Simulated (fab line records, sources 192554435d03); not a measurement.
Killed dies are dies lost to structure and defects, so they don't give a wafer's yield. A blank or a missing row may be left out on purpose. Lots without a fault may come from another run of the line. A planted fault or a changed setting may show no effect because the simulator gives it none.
Chamber matching | flow n5_finfet | N5_BEOL_M0_SAQP_ILD_DEP_01 on pecvd-02: 3 sister chambers
The step deposits SiOC from DEMS/O2, target thk 45.419 nm, time 8.7 s. 6 wafers are shown with their chamber, then 8 later ones without.

WAFERS WITH THEIR CHAMBER
wafer  | chamber | throttle_valve_pct (%) | showerhead_plenum_p_Torr (Torr)
L082.4 | 2       | 11.3                   | 5.706
L082.5 | 1       | 13.1                   | 5.684
L083.1 | 0       | 12.3                   | 5.724
L083.3 | 0       | 12.6                   | 5.719
L083.4 | 2       | 11.0                   | 5.695
L088.2 | 1       | 13.2                   | 5.684

WAFERS WITHOUT THEIR CHAMBER
wafer  | throttle_valve_pct (%) | showerhead_plenum_p_Torr (Torr)
L088.3 | 12.5                   | 5.719
L088.4 | 13.2                   | 5.692
L093.1 | 12.4                   | 5.710
L093.4 | 12.5                   | 5.715
L093.5 | 11.5                   | 5.692
L096.3 | 13.0                   | 5.700
L096.4 | 11.6                   | 5.668
L096.5 | 13.0                   | 5.695

WHICH CHAMBER EACH WENT THROUGH
wafer  | from the rows above     | in truth
L088.3 | 0                       | 0
L088.4 | 1                       | 1
L093.1 | 0                       | 0
L093.4 | 0                       | 0
L093.5 | 2                       | 2
L096.3 | can't be placed: 1 or 0 | 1
L096.4 | 2                       | 2
L096.5 | 1                       | 1
Placed correctly: 7 of 8. Can't be placed from these rows: 1 (the true chamber is among the candidates in 1). Placed wrongly: 0.
How it was worked out, from the rows above alone: a wafer's distance from a chamber is the root of the sum, over the readings, of the square of ((its reading less the chamber's mean) divided by the reading's scatter). The wafer belongs to the nearest chamber; if the next one is less than 2 further off, it can't be placed. A chamber's mean is the mean of its shown wafers. The scatter: the root of (the sum of the squares of (reading less its chamber's mean) over the shown wafers, divided by (wafers less chambers)).
